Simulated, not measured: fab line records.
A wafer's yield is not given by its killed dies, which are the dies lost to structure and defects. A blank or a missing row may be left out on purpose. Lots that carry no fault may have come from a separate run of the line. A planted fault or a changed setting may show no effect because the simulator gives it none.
Chamber matching || flow n5-finfet || rie-diel-02 running N5_BEOL_M0_SAQP_CUT_ETCH_46: 4 sister chambers
The step etches SOC in N2/H2, target depth 135 nm, overetch 27 nm, time 202.5 s. 4 wafers are shown with their chamber, then 7 later ones without.

== EACH WAFER AND ITS CHAMBER ==
{"wafer": "L084.1", "chamber": 1, "throttle-valve-pct (%)": 18.0}
{"wafer": "L084.3", "chamber": 0, "throttle-valve-pct (%)": 17.6}
{"wafer": "L089.1", "chamber": 2, "throttle-valve-pct (%)": 18.1}
{"wafer": "L089.2", "chamber": 3, "throttle-valve-pct (%)": 17.5}

== WAFERS WITH NO CHAMBER GIVEN ==
{"wafer": "L089.5", "throttle-valve-pct (%)": 18.2}
{"wafer": "L093.1", "throttle-valve-pct (%)": 18.2}
{"wafer": "L093.3", "throttle-valve-pct (%)": 17.6}
{"wafer": "L093.6", "throttle-valve-pct (%)": 17.6}
{"wafer": "L094.1", "throttle-valve-pct (%)": 18.2}
{"wafer": "L094.3", "throttle-valve-pct (%)": 17.5}
{"wafer": "L094.4", "throttle-valve-pct (%)": 18.2}

== EACH ONE'S CHAMBER ==
{"wafer": "L089.5", "from the rows above": "can't be placed: 2 or 1", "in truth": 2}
{"wafer": "L093.1", "from the rows above": "can't be placed: 2 or 1", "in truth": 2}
{"wafer": "L093.3", "from the rows above": "can't be placed: 0 or 3", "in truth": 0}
{"wafer": "L093.6", "from the rows above": "can't be placed: 0 or 3", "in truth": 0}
{"wafer": "L094.1", "from the rows above": "can't be placed: 2 or 1", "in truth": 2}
{"wafer": "L094.3", "from the rows above": "can't be placed: 3 or 0", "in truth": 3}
{"wafer": "L094.4", "from the rows above": "can't be placed: 2 or 1", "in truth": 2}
Correctly placed: 0 of 7. Can't be placed from these rows: 7 (the true chamber is among the candidates in 7). Placed wrongly: 0.
How it was worked out, from the rows above alone: a wafer's distance from a chamber is the root of the sum, over the readings, of the square of ((its reading less the chamber's mean) divided by the reading's scatter). The wafer belongs to the nearest chamber; if the next one is less than 2 further off, it can't be placed. Each chamber's mean is taken over the wafers shown for it. The scatter: with one shown wafer a chamber, the root of the mean of the squares of how far each hidden wafer lies from its nearest shown one.
